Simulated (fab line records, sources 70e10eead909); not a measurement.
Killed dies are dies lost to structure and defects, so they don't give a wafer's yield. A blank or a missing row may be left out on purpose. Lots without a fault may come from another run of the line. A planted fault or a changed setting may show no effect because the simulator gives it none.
Chamber matching | flow nand_harc | NHARC_P_M0_DEP_32 on pecvd-03: 3 sister chambers
The step deposits SiCN, target thk 30 nm. 20 wafers are shown with their chamber, then 10 later ones without.

WAFERS WITH THEIR CHAMBER
wafer  | chamber | heater_power_w (W)
L077.1 | 0       | 486
L077.3 | 1       | 504
L077.6 | 0       | 491
L077.2 | 2       | 485
L077.4 | 1       | 516
L077.5 | 2       | 482
L076.2 | 0       | 523
L076.3 | 1       | 554
L076.5 | 1       | 570
L080.1 | 2       | 534
L080.4 | 1       | 549
L080.5 | 0       | 550
L084.2 | 0       | 504
L084.4 | 0       | 505
L084.5 | 1       | 496
L086.2 | 2       | 509
L086.4 | 2       | 515
L086.5 | 1       | 596
L087.1 | 1       | 575
L087.2 | 0       | 549

SIGNATURES (means of the wafers above)
reading        | chamber 0 | chamber 1 | chamber 2 | scatter within a chamber
heater_power_w | 515.43    | 545.00    | 505.00    | 29.8
Rule: a wafer's distance from a chamber is the root of the sum, over the readings, of the square of ((its reading less the chamber's mean) divided by the reading's scatter). The wafer belongs to the nearest chamber; if the next one is less than 2 further off, it can't be placed. The scatter: the root of (the sum of the squares of (reading less its chamber's mean) over the shown wafers, divided by (wafers less chambers)).

WAFERS WITHOUT THEIR CHAMBER
wafer  | heater_power_w (W)
L087.3 | 554
L088.2 | 515
L088.4 | 507
L088.5 | 600
L089.3 | 532
L089.4 | 608
L089.6 | 543
L095.2 | 547
L095.5 | 500
L095.6 | 499

WHICH CHAMBER EACH WENT THROUGH
wafer  | from the rows above          | in truth
L087.3 | can't be placed: 1 or 0 or 2 | 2
L088.2 | can't be placed: 0 or 2 or 1 | 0
L088.4 | can't be placed: 2 or 0 or 1 | 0
L088.5 | can't be placed: 1 or 0 or 2 | 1
L089.3 | can't be placed: 1 or 0 or 2 | 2
L089.4 | can't be placed: 1 or 0 or 2 | 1
L089.6 | can't be placed: 1 or 0 or 2 | 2
L095.2 | can't be placed: 1 or 0 or 2 | 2
L095.5 | can't be placed: 2 or 0 or 1 | 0
L095.6 | can't be placed: 2 or 0 or 1 | 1
Placed correctly: 0 of 10. Can't be placed from these rows: 10 (the true chamber is among the candidates in 10). Placed wrongly: 0.
